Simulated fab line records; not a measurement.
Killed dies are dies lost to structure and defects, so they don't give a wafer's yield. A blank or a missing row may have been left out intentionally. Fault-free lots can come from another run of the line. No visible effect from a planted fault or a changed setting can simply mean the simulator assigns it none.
fab line records ; flow nand-harc
record: lots: 13; wafers: 36; last-day: 33
route steps=1302 shown A_STAIRCASE@717 END@1302
lots that met no fault: taken from a fault-free run of the same line
start-h: start of the lot's first displayed wafer, in hours after the record's first day ; wait-h: time in hours since the lot's previous step ; " repeats the value in the row above ; L1.1+2: one row covering several wafers at once ; - value missing, or start not given ; * or withheld: withheld ; < > ~ a bound
route shown NAME@n: a module of which the file shows steps, and the number in the route of the first ; usual: mean and standard deviation over wafers with no fault ; same: alike in all rows ; chamber/n: place in a boat ; sites: each site's reading ; _std_site: how widely they spread, as a standard deviation ; _edge_site: outer sites' mean less inner sites' ; radius-mm: how far each site lies from the wafer's centre ; mask NAME#n: copy n ; behind: tool/chamber where the wafer was last shaped ; hold: cause of the lot's hold/its duration in hours/its outcome ; device: the n, p or np transistor that did not switch ; end of line: the same wafers' tests at the end of the route ; a step given without rows: its recipe and nothing more ; killed: the dies lost at the first sort to structure and to defects; this is not the yield of the wafer ; map: per-die view of a wafer (x killed, . not killed, _ where there is no die)
set.NAME: the setting the step ran with; set.NAME@STEP: the setting that earlier step ran with ; model.NAME: the simulator's own value behind a step, which no gauge read
one table for each step of the route and one row for each wafer, over a sample of lots
services: from which hour (start-h, from the record's first day; less than 0 if before it) a tool's chamber was out of use, for how many hours, and why
== steps ==
step: NHARC_A_STAIRCASE_ETCH_203
recipe: target-depth-a: 1000; time-s: 40.5; ion-energy-ev: 400; c4f8-flow-sccm: 20; o2-flow-sccm: 10; ar-flow-sccm: withheld; rf-w: 600; bias-w: 1000; chemistry: C4F8/O2
usual: bias-w: 999.9/2.9; oes-product-au: 0.944/0.011; rf-vpp-V: 897/6.1; run-length-s: 61.7/0.47
lot.wafer;tool;chamber;start-h;wait-h;bias-w;oes-product-au;rf-hours-counter-h;rf-vpp-V;run-length-s
L608.2;rie-diel-10;1;-;-;1000.7;0.958;36;892;60.6
L608.4;rie-diel-10;0;-;-;997.8;0.978;40;899;61.6
L608.6;rie-diel-10;1;-;-;1001.0;0.956;-;892;60.7
L615.1;rie-diel-11;1;-;-;1001.7;0.957;51;898;61.7
L615.5;rie-diel-11;2;-;-;1002.9;0.943;-;887;61.3
L614.1;rie-diel-02;2;-;-;1001.9;0.950;11;900;61.6
L614.2;rie-diel-02;3;-;-;1002.0;0.953;12;896;60.9
L614.3;rie-diel-02;0;-;-;995.5;0.938;10;889;61.4
L616.2;rie-diel-02;3;-;-;994.5;0.941;20;895;61.6
L616.6;rie-diel-02;1;-;-;996.8;0.953;-;904;62.1
L617.4;rie-diel-11;0;-;-;1001.6;0.930;1;903;61.6
L617.5;rie-diel-11;2;-;-;1000.6;0.943;-;906;61.3
L621.3;rie-diel-02;3;-;-;1000.3;0.959;36;895;61.2
L621.6;rie-diel-02;0;-;-;1000.5;0.934;-;888;61.5
L621.5;rie-diel-02;1;-;-;1002.8;0.930;-;903;62.3
L623.4;rie-diel-02;3;-;-;995.6;0.960;39;895;60.8
L623.2;rie-diel-02;0;-;-;997.4;0.930;40;888;61.7
L623.6;rie-diel-02;3;-;-;996.1;0.959;-;895;60.9
L624.1;rie-diel-10;0;-;-;999.9;0.929;30;901;61.5
L624.4;rie-diel-10;2;-;-;995.7;0.941;28;904;62.3
L624.6;rie-diel-10;3;-;-;998.7;0.945;-;900;61.9
L625.2;rie-diel-11;3;-;-;994.7;0.949;24;888;62.6
L625.6;rie-diel-11;1;-;-;1002.5;0.930;-;899;61.8
L625.5;rie-diel-11;2;-;-;996.9;0.947;-;906;61.5
L626.3;rie-diel-02;2;-;-;999.6;0.937;53;900;61.6
L626.1;rie-diel-02;3;-;-;1002.0;0.946;49;895;61.1
L626.5;rie-diel-02;2;-;-;1000.8;0.946;-;901;61.7
L629.1;rie-diel-10;1;-;-;1002.4;0.946;46;889;61.1
L629.2;rie-diel-10;0;-;-;1001.8;0.935;47;899;62.0
L629.6;rie-diel-10;1;-;-;999.7;0.943;-;889;61.1
L631.3;rie-diel-10;3;-;-;1001.5;0.952;48;898;61.6
L631.4;rie-diel-10;1;-;-;997.8;0.949;57;890;61.0
L631.6;rie-diel-10;0;-;-;998.2;0.954;-;899;61.9
L630.2;rie-diel-10;2;-;-;998.9;0.962;60;906;62.2
L630.6;rie-diel-10;1;-;-;999.5;0.962;-;889;60.8
L630.5;rie-diel-10;2;-;-;1002.6;0.953;-;906;62.3
step: NHARC_A_STAIRCASE_TRIM_233
recipe: time-s: 211.2; o2-flow-sccm: 500; ar-flow-sccm: 0; bias-w: 0; chemistry: O2
usual: drypump-motor-current-A: 5.8/0.46; oes-product-au: 1.002/0.0089; rf-vpp-V: 57.9/0.89; showerhead-plenum-p-Torr: 3.58/0.17; throttle-valve-pct: 17.036/0.0096
same: bias-w: 0
lot.wafer;tool;chamber;start-h;wait-h;drypump-motor-current-A;oes-product-au;rf-hours-counter-h;rf-vpp-V;showerhead-plenum-p-Torr;throttle-valve-pct
L608.2;rie-diel-10;1;-;-;6.4;1.017;37;58.1;3.40;17.031
L608.4;rie-diel-10;2;-;-;5.2;1.004;37;57.8;3.29;17.040
L608.6;rie-diel-10;3;-;-;6.7;0.999;-;57.9;3.67;17.032
L615.1;rie-diel-11;0;-;-;5.3;1.007;48;57.9;3.73;17.048
L615.5;rie-diel-11;0;-;-;5.4;1.008;-;57.0;3.73;17.027
L614.1;rie-diel-02;3;-;-;5.3;1.007;13;57.5;3.50;17.035
L614.2;rie-diel-02;1;-;-;5.3;1.002;10;58.7;3.73;17.055
L614.3;rie-diel-02;2;-;-;6.3;0.995;12;57.2;3.64;17.035
L616.2;rie-diel-11;2;-;-;6.1;1.012;2;59.7;3.81;17.038
L616.6;rie-diel-11;2;-;-;6.1;1.001;-;59.8;3.81;17.029
L617.4;rie-diel-11;2;-;-;6.0;0.998;2;56.6;3.81;17.031
L617.5;rie-diel-11;0;-;-;5.4;1.004;-;57.4;3.72;17.026
L621.3;rie-diel-11;0;-;-;5.4;1.003;18;57.5;3.72;17.008
L621.5;rie-diel-11;2;-;-;6.1;0.993;-;58.0;3.80;17.041
L621.6;rie-diel-11;3;-;-;6.3;0.997;-;57.2;3.35;17.030
L624.1;rie-diel-02;0;-;-;6.0;0.975;41;56.9;3.31;17.037
L624.4;rie-diel-02;2;-;-;6.3;0.988;43;57.6;3.62;17.030
L624.6;rie-diel-02;0;-;-;6.0;0.980;-;56.4;3.31;17.028
L623.4;rie-diel-11;2;-;-;6.1;1.000;23;57.0;3.79;17.035
L623.2;rie-diel-11;3;-;-;6.3;1.017;22;57.8;3.34;17.019
L623.6;rie-diel-11;3;-;-;6.3;1.008;-;57.2;3.34;17.035
L625.2;rie-diel-11;0;-;-;5.4;0.991;24;58.3;3.71;17.036
L625.6;rie-diel-11;3;-;-;6.2;1.001;-;56.9;3.34;17.044
L625.5;rie-diel-11;0;-;-;5.4;0.989;-;57.5;3.71;17.017
L626.1;rie-diel-10;2;-;-;5.2;1.007;40;56.4;3.79;17.048
L626.3;rie-diel-10;3;-;-;6.7;0.994;37;57.9;3.64;17.044
L626.5;rie-diel-10;0;-;-;5.5;0.994;-;57.5;3.62;17.026
L629.1;rie-diel-11;3;-;-;6.3;1.016;36;57.6;3.33;17.040
L629.2;rie-diel-11;2;-;-;6.1;0.990;32;58.2;3.79;17.034
L629.6;rie-diel-11;0;-;-;5.4;0.992;-;55.9;3.70;17.039
L631.3;rie-diel-10;0;-;-;5.5;0.998;56;56.6;3.61;17.039
L631.4;rie-diel-10;2;-;-;5.2;1.015;60;57.9;3.77;17.048
L631.6;rie-diel-10;0;-;-;5.5;0.989;-;58.1;3.61;17.030
L630.2;rie-diel-02;0;-;-;5.9;0.992;2;56.7;3.30;17.062
L630.5;rie-diel-02;1;-;-;5.3;1.004;-;58.6;3.70;17.027
L630.6;rie-diel-02;2;-;-;6.3;0.987;-;58.0;3.61;17.043
step: NHARC_A_STAIRCASE_STRIP_238
recipe: power-w: 1500; temp-c: 250; chemistry: O2
usual: drypump-motor-current-A: 5.7/0.44; heater-power-w: 305/34
lot.wafer;tool;chamber;start-h;wait-h;drypump-motor-current-A;heater-power-w;rf-hours-counter-h
L608.2;plasma-asher-02;1;361.64;0.2;5.0;364;20
L608.4;plasma-asher-02;0;361.64;0.2;5.7;360;-
L608.6;plasma-asher-02;0;361.64;0.2;5.7;365;-
L615.1;plasma-asher-01;1;432.93;0.1;6.2;275;18
L615.5;plasma-asher-01;1;432.93;0.1;6.2;274;-
L614.2;plasma-asher-01;1;433.59;0.1;6.2;280;19
L614.1;plasma-asher-01;0;433.59;0.1;5.4;293;19
L614.3;plasma-asher-01;1;433.59;0.1;6.2;279;-
L616.2;plasma-asher-01;0;451.97;0.1;5.4;294;22
L616.6;plasma-asher-01;1;451.97;0.1;6.2;273;-
L617.4;plasma-asher-01;1;453.17;0.3;6.2;271;-
L617.5;plasma-asher-01;1;453.17;0.3;6.2;282;-
L621.3;plasma-asher-02;1;516.42;0.2;5.0;345;-
L621.6;plasma-asher-02;1;516.42;0.2;5.0;343;-
L621.5;plasma-asher-02;0;516.42;0.2;5.8;343;-
L624.1;plasma-asher-02;1;521.33;0.1;5.0;354;13
L624.4;plasma-asher-02;0;521.33;0.1;5.7;343;-
L624.6;plasma-asher-02;1;521.33;0.1;5.0;351;-
L623.2;plasma-asher-02;0;523.99;0.1;5.8;345;14
L623.4;plasma-asher-02;0;523.99;0.1;5.7;339;-
L623.6;plasma-asher-02;0;523.99;0.1;5.7;346;-
L625.2;plasma-asher-01;0;533.56;0.1;5.4;286;1
L625.5;plasma-asher-01;1;533.56;0.1;6.2;272;-
L625.6;plasma-asher-01;0;533.56;0.1;5.4;289;-
L626.1;plasma-asher-01;0;542.26;0.1;5.4;292;3
L626.3;plasma-asher-01;1;542.26;0.1;6.2;278;-
L626.5;plasma-asher-01;1;542.26;0.1;6.2;271;-
L629.1;plasma-asher-02;1;569.78;0.1;5.0;352;23
L629.2;plasma-asher-02;0;569.78;0.1;5.7;342;23
L629.6;plasma-asher-02;1;569.78;0.1;5.0;341;-
L631.4;plasma-asher-01;1;585.72;0.2;6.2;271;-
L631.3;plasma-asher-01;0;585.72;0.2;5.4;291;-
L631.6;plasma-asher-01;0;585.72;0.2;5.4;285;-
L630.2;plasma-asher-01;0;585.96;0.1;5.4;287;13
L630.6;plasma-asher-01;1;585.96;0.1;6.2;273;-
L630.5;plasma-asher-01;0;585.96;0.1;5.4;286;-
step: NHARC_A_STAIRCASE_ETCH_253
recipe: target-depth-a: 500; time-s: 20.2; ion-energy-ev: 400; c4f8-flow-sccm: 20; o2-flow-sccm: 10; ar-flow-sccm: withheld; rf-w: 600; bias-w: 1000; chemistry: C4F8/O2
usual: bias-w: 1000/3.2; oes-product-au: 0.957/0.02; rf-vpp-V: 897/6.3; run-length-s: 41.4/0.56
lot.wafer;tool;chamber;start-h;wait-h;bias-w;oes-product-au;rf-hours-counter-h;rf-vpp-V;run-length-s
L608.2;rie-diel-10;2;363.08;0.1;1002;0.970;37;887;42.1
L608.4;rie-diel-10;3;363.08;0.1;999;0.980;41;901;41.4
L608.6;rie-diel-10;1;363.08;0.1;1000;0.974;-;892;40.9
L615.1;rie-diel-11;2;434.41;0.1;-;0.965;55;887;38.6
L615.5;rie-diel-11;0;434.41;0.1;-;0.960;-;903;38.6
L614.3;rie-diel-02;3;435.20;0.1;1001;0.958;13;895;40.7
L614.1;rie-diel-02;0;435.20;0.1;1001;0.953;11;889;41.5
L614.2;rie-diel-02;2;435.20;0.1;1000;0.959;12;899;42.0
L616.2;rie-diel-11;2;453.42;0.1;-;0.972;2;907;38.8
L616.6;rie-diel-11;0;453.42;0.1;-;0.957;-;903;38.3
L617.4;rie-diel-11;2;454.58;0.1;-;0.940;3;905;38.6
L617.5;rie-diel-11;0;454.58;0.1;-;0.943;-;903;38.3
L621.3;rie-diel-11;2;517.81;0.1;1002;0.942;19;906;41.0
L621.5;rie-diel-11;1;517.81;0.1;1001;0.951;-;899;41.1
L621.6;rie-diel-11;2;517.81;0.1;995;0.932;-;905;41.2
L624.4;rie-diel-10;2;523.41;0.1;999;0.952;33;905;42.5
L624.1;rie-diel-10;0;523.41;0.1;1002;0.939;33;899;41.6
L624.6;rie-diel-10;1;523.41;0.1;1000;0.939;-;890;40.6
L623.2;rie-diel-11;3;525.52;0.1;1000;0.952;23;890;42.3
L623.4;rie-diel-11;2;525.52;0.1;997;0.944;25;905;41.3
L623.6;rie-diel-11;0;525.52;0.1;1001;0.966;-;902;41.0
L625.2;rie-diel-11;0;535.94;0.2;999;0.927;25;902;41.3
L625.6;rie-diel-11;3;535.94;0.2;997;0.932;-;890;42.0
L625.5;rie-diel-11;0;535.94;0.2;997;0.931;-;904;41.1
L626.3;rie-diel-02;3;543.89;0.1;996;0.983;51;894;41.1
L626.1;rie-diel-02;0;543.89;0.1;1000;0.961;50;888;41.7
L626.5;rie-diel-02;1;543.89;0.1;1004;0.955;-;902;41.8
L629.2;rie-diel-11;2;571.43;0.1;1006;0.961;33;905;41.0
L629.1;rie-diel-11;0;571.43;0.1;999;0.947;37;904;41.1
L629.6;rie-diel-11;2;571.43;0.1;1000;0.955;-;905;41.5
L631.3;rie-diel-11;0;587.23;0.1;1000;0.951;44;900;41.0
L631.4;rie-diel-11;1;587.23;0.1;999;0.996;44;898;41.6
L631.6;rie-diel-11;2;587.23;0.1;1000;0.978;-;906;41.2
L630.2;rie-diel-11;3;587.52;0.1;1004;0.977;42;888;42.4
L630.5;rie-diel-11;0;587.52;0.1;998;0.976;-;902;41.0
L630.6;rie-diel-11;1;587.52;0.1;1001;0.967;-;899;41.2
step: NHARC_END_SORT_01
recipe: temp-c: 25
usual: killed-at-array: 55/12; killed-at-other: 1.0/1.2; killed-at-periphery: 3.9/2.6; killed-dies: 60/12; killed-open: 3.3/1.9; killed-short: 2.5/1.8
same: gross-dies: 677
lot.wafer;tool;chamber;start-h;wait-h;killed-at-array;killed-at-other;killed-at-periphery;killed-dies;killed-open;killed-short
L615.5;prober-01;0;634.58;3.7;59;1;7;67;3;4
killed by level:class
L615.5 A_CHANNEL_HOLE_D1:chamber-film-flake=24 A_CHANNEL_HOLE_D2:chamber-film-flake=17 A_WL_FILL:chamber-film-flake=4 P_BONDPAD:chamber-film-flake=3 A_CONTACT:chamber-film-flake=3 A_BONDPAD:chamber-film-flake=3 A_ONON_D1:geometric-particle:short=2 P_STI:chamber-film-flake=2
== services ==
tool;chamber;start-h;hours;kind
rie-diel-11;0;341.23;-;clean
rie-diel-11;1;341.23;-;clean
rie-diel-11;2;341.23;-;clean
rie-diel-11;3;341.23;-;clean
plasma-asher-01;-;342.00;9.0;pm
rie-diel-11;0;365.74;-;clean
rie-diel-11;1;365.74;-;clean
rie-diel-11;2;365.74;-;clean
rie-diel-11;3;365.74;-;clean
rie-diel-10;1;384.00;18.2;repair
rie-diel-11;0;390.24;-;clean
rie-diel-11;1;390.24;-;clean
rie-diel-02;-;394.10;9.0;pm
rie-diel-10;-;421.83;9.0;pm
plasma-asher-01;-;422.72;1.0;repair
plasma-asher-02;-;426.23;9.0;pm
rie-diel-10;1;444.88;5.8;repair
plasma-asher-02;-;452.03;14.8;repair
rie-diel-11;2;494.38;2.8;repair
plasma-asher-02;-;501.49;0.6;repair
plasma-asher-01;-;519.00;9.0;pm
rie-diel-11;2;531.46;11.6;repair
plasma-asher-02;-;535.60;8.6;repair
rie-diel-10;3;562.48;11.0;repair
== key ==
first-sign: step: NHARC_A_STAIRCASE_ETCH_253; reading: run-length-s; direction: down; sigmas: 5.1; usual: *; struck: *
effect none on later readings
met-at NHARC_A_STAIRCASE_ETCH_253
struck-lots L615,L616,L617
tester-left-out L615,L616,L617
not-acting-at NHARC_A_STAIRCASE_ETCH_203,NHARC_A_STAIRCASE_TRIM_233,NHARC_A_STAIRCASE_STRIP_238
fault: kind: process-parameter-drift; tool: rie-diel-11; chamber: -; onset-h: 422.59; steps: NHARC_A_STAIRCASE_ETCH_253; channel: time-s; offset: *; shape: step; end-h: 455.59; acts-in: *; stated: *
tester-left-out: of these lots the tester's yield and bins aren't shown, on N5 and GAA mostly nor the transistor test; their killed dies are dies lost to structure and defects alone, not to doping, threshold or leakage, so they don't give the yield
